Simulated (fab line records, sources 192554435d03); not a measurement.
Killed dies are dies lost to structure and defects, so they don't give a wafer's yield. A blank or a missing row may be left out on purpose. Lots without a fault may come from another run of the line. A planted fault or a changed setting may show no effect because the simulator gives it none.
One fault seen from 3 desks | flow n5_finfet | each desk has only its own numbers; what lay behind them comes last

THE DEFECT DESK
What the inspections along the route counted, lot by lot: means of the sampled wafers that have a number. A lot is out of limits, marked OUT, if its mean lies more than 4 standard deviations from the usual mean; the brackets give that distance.
Columns: A = raw_defect_count at N5_BEOL_M1_INSPECT_30, usual 415
lot  | first seen here | A
L469 | day 6 17:19     | 435
L470 | day 6 18:50     | 432
L475 | day 8 07:22     | 413
L476 | day 10 02:05    | 499
L484 | day 12 08:38    | 464
L486 | day 12 12:04    | 458
L489 | day 13 22:05    | 352
L488 | day 13 22:16    | 335
L491 | day 13 22:22    | 346
This desk's finding: nothing out of limits on any of the 9 lots.

THE TOOL OWNER'S DESK: rie_diel-02
The tool's own readings at N5_BEOL_M1_TRENCH_ETCH_37 (etches SiOC in C4F6/O2, target depth 55.207 nm, time 29 s): means of the sampled wafers that have a number, for each lot that ran on this tool. A lot is out of limits, marked OUT, if its mean lies more than 4 standard deviations from the usual mean; the brackets give that distance.
Columns: A = drypump_motor_current_A at N5_BEOL_M1_TRENCH_ETCH_37, usual 5.7 A; B = oes_product_au at N5_BEOL_M1_TRENCH_ETCH_37, usual 0.78 a.u.; C = rf_vpp_V at N5_BEOL_M1_TRENCH_ETCH_37, usual 664 V; D = run_length_s at N5_BEOL_M1_TRENCH_ETCH_37, usual 52.5 s; E = showerhead_plenum_p_Torr at N5_BEOL_M1_TRENCH_ETCH_37, usual 2.81 Torr; F = throttle_valve_pct at N5_BEOL_M1_TRENCH_ETCH_37, usual 20.92 %
lot  | first seen here | A   | B    | C   | D    | E    | F
L470 | day 6 19:52     | 5.2 | 0.74 | 665 | 52.7 | 2.87 | 21.04
L475 | day 8 14:49     | 5.9 | 0.78 | 658 | 51.5 | 2.74 | 20.90
L476 | day 10 05:02    | 5.6 | 0.86 | 660 | 51.6 | 2.80 | 20.80
L486 | day 12 14:55    | 5.6 | 0.83 | 662 | 52.4 | 2.80 | 20.83
L484 | day 12 15:17    | 6.0 | 0.79 | 661 | 52.6 | 2.75 | 20.89
L489 | day 13 22:46    | 5.6 | 0.81 | 660 | 52.4 | 2.79 | 20.85
L491 | day 14 00:01    | 5.9 | 0.76 | 657 | 52.7 | 2.73 | 20.96
This desk's finding: nothing out of limits on any of the 7 lots.

THE METROLOGY DESK
What the gauges read, lot by lot, whatever tool the lot ran on: means of the sampled wafers that have a number. A lot is out of limits, marked OUT, if its mean lies more than 4 standard deviations from the usual mean; the brackets give that distance. Of its 11 readings 7 are shown: those that lie furthest out on some lot.
Columns: A = trench_depth_nm at N5_BEOL_M1_OCD_MEAS_38, usual 55.2 nm; B = DIBL_N at N5_BEOL_M4_RC_MEAS_101, usual 36.5 mV/V; C = IOFF_P at N5_BEOL_M4_RC_MEAS_101, usual 0.221 nA/um; D = ION_P at N5_BEOL_M4_RC_MEAS_101, usual 466 uA/um; E = SS_N at N5_BEOL_M4_RC_MEAS_101, usual 71.6 mV/dec; F = SS_P at N5_BEOL_M4_RC_MEAS_101, usual 73.3 mV/dec; G = VT_P at N5_BEOL_M4_RC_MEAS_101, usual -249 mV
lot  | first seen here | A    | B    | C     | D   | E    | F    | G
L469 | day 6 19:33     | 54.6 | 37.3 | 0.249 | 473 | 71.7 | 73.4 | -247
L470 | day 6 20:01     | 54.3 | 36.3 | 0.208 | 465 | 71.4 | 73.7 | -252
L475 | day 8 14:59     | 53.2 | 36.7 | 0.182 | 458 | 71.6 | 73.2 | -254
L476 | day 10 05:11    | 53.7 | 35.7 | 0.203 | 462 | 71.4 | 73.1 | -251
L486 | day 12 15:05    | 56.2 | 35.4 | 0.234 | 467 | 72.2 | 73.2 | -247
L484 | day 12 15:26    | 55.5 | 35.4 | 0.226 | 477 | 71.4 | 73.4 | -248
L489 | day 13 22:56    | 56.1 | 36.7 | 0.196 | 461 | 71.7 | 73.1 | -251
L488 | day 13 23:44    | 55.2 | 37.0 | 0.202 | 464 | 71.7 | 73.4 | -249
L491 | day 14 00:11    | 55.3 | 38.3 | 0.247 | 467 | 72.2 | 74.3 | -248
This desk's finding: nothing out of limits on any of the 9 lots.

PUT TOGETHER
The defect desk saw nothing out of limits.
The tool owner's desk saw nothing out of limits.
The metrology desk saw nothing out of limits.

WHAT THE SIMULATOR HAD PUT IN
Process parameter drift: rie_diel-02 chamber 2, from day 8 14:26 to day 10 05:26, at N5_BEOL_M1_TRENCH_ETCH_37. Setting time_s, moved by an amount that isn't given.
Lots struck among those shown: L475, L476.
